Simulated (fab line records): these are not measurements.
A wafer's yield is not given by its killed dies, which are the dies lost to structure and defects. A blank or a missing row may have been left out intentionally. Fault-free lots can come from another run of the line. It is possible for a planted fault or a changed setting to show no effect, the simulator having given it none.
A lot that was struck, set against a sound lot + flow nand_harc + 15 steps out of a route of 1159
Sound: these wafers, L898.2, L898.3, L898.6. Wafers struck: L906.2, L906.3, L906.6. The cause comes at the end.
Per side, at each step with rows, come the tool, then ch with its chambers, and then its first start. Under that, the readings that differ: sound wafers + struck wafers + difference of the means + sigmas: that difference in standard deviations of wafers without a fault.
alike: words and numbers the same on both sides, and readings whose means are apart by under 2 such deviations; not compared: readings that were withheld, readings missing a value for some wafer, numbers with overlapping values and no deviation given by the record, and bounds like >300 which may hide the same value.
The two part at a step that has a row with sigmas, a row that says differs or no value, or rows on one side only. Non-overlapping numbers with no deviation appear without sigmas and do not part them. A reading missing from all wafers of one side parts the sides only when that side holds two or more wafers.

first, 2 steps without rows for these wafers: NHARC_P_GATE_PEB_09 (peb time 85 s); NHARC_P_GATE_DEVELOP_10 (time 70 s).
NHARC_P_GATE_CD_MEAS_11: target cd 1640 nm.
  sound on cd_sem-02 ch 0, day 5 19:54; struck on cd_sem-01 ch 0, day 8 01:19
  alike: cd_nm
then, 1 step without rows for these wafers: NHARC_P_GATE_HARDBAKE_12 (time 80 s).
NHARC_P_GATE_DESCUM_13: chemistry O2, time 3 s.
  sound on rie_diel-06 ch 0,2,3, day 5 20:04; struck on rie_diel-06 ch 0,1,2, day 8 01:31
  alike: drypump_motor_current_A, o2_flow_sccm, oes_product_au, rf_vpp_V, showerhead_plenum_p_Torr, throttle_valve_pct
  not compared: rf_hours_counter_h
then, 6 steps without rows for these wafers: NHARC_P_GATE_ETCH_14 (etches SiO2 in dHF, target depth 48.8 nm); NHARC_P_GATE_STRIP_15 (strips in SPM, time 780 s); NHARC_P_GATE_PRECLEAN_71 (cleans in SC1); NHARC_P_GATE_SRD_72; NHARC_P_GATE_OXIDE_16 (material SiO2, target thk 3 nm, ox time 392 s); NHARC_P_GATE_CVD_17 (deposits poly-Si, target thk 150 nm, time 900 s).
NHARC_P_GATE_HM_DEP_102: deposits aC, target thk 120 nm.
  sound on acl_dep-01 ch 0, day 6 12:28; struck on acl_dep-03 ch 0, day 8 15:54
  alike: throttle_valve_pct
NHARC_P_GATE_DEP_103: deposits SiON, target thk 30 nm.
  sound on pecvd-02 ch 0,1,2, day 6 13:03; struck on pecvd-02 ch 0,1,2, day 8 17:02
  alike: heater_power_w
then, 1 step without rows for these wafers: NHARC_P_GATE_DEHYDRATE_18 (time 120 s).
-- break in the record here, with 14 days between the starts of the struck wafers on either side (left off in module P_GATE, picked up again in module END, where the first step shown is number 1159 on the route) --
NHARC_END_SORT_01:
  sound on prober-01 ch 0, day 21 23:07; struck on prober-01 ch 0, day 23 00:10
  alike: killed_at_array, killed_at_other, killed_at_periphery, killed_dies, killed_open, killed_short

## WHERE THEY PART
Nowhere in this record.

WHY: what had been put in by the simulator
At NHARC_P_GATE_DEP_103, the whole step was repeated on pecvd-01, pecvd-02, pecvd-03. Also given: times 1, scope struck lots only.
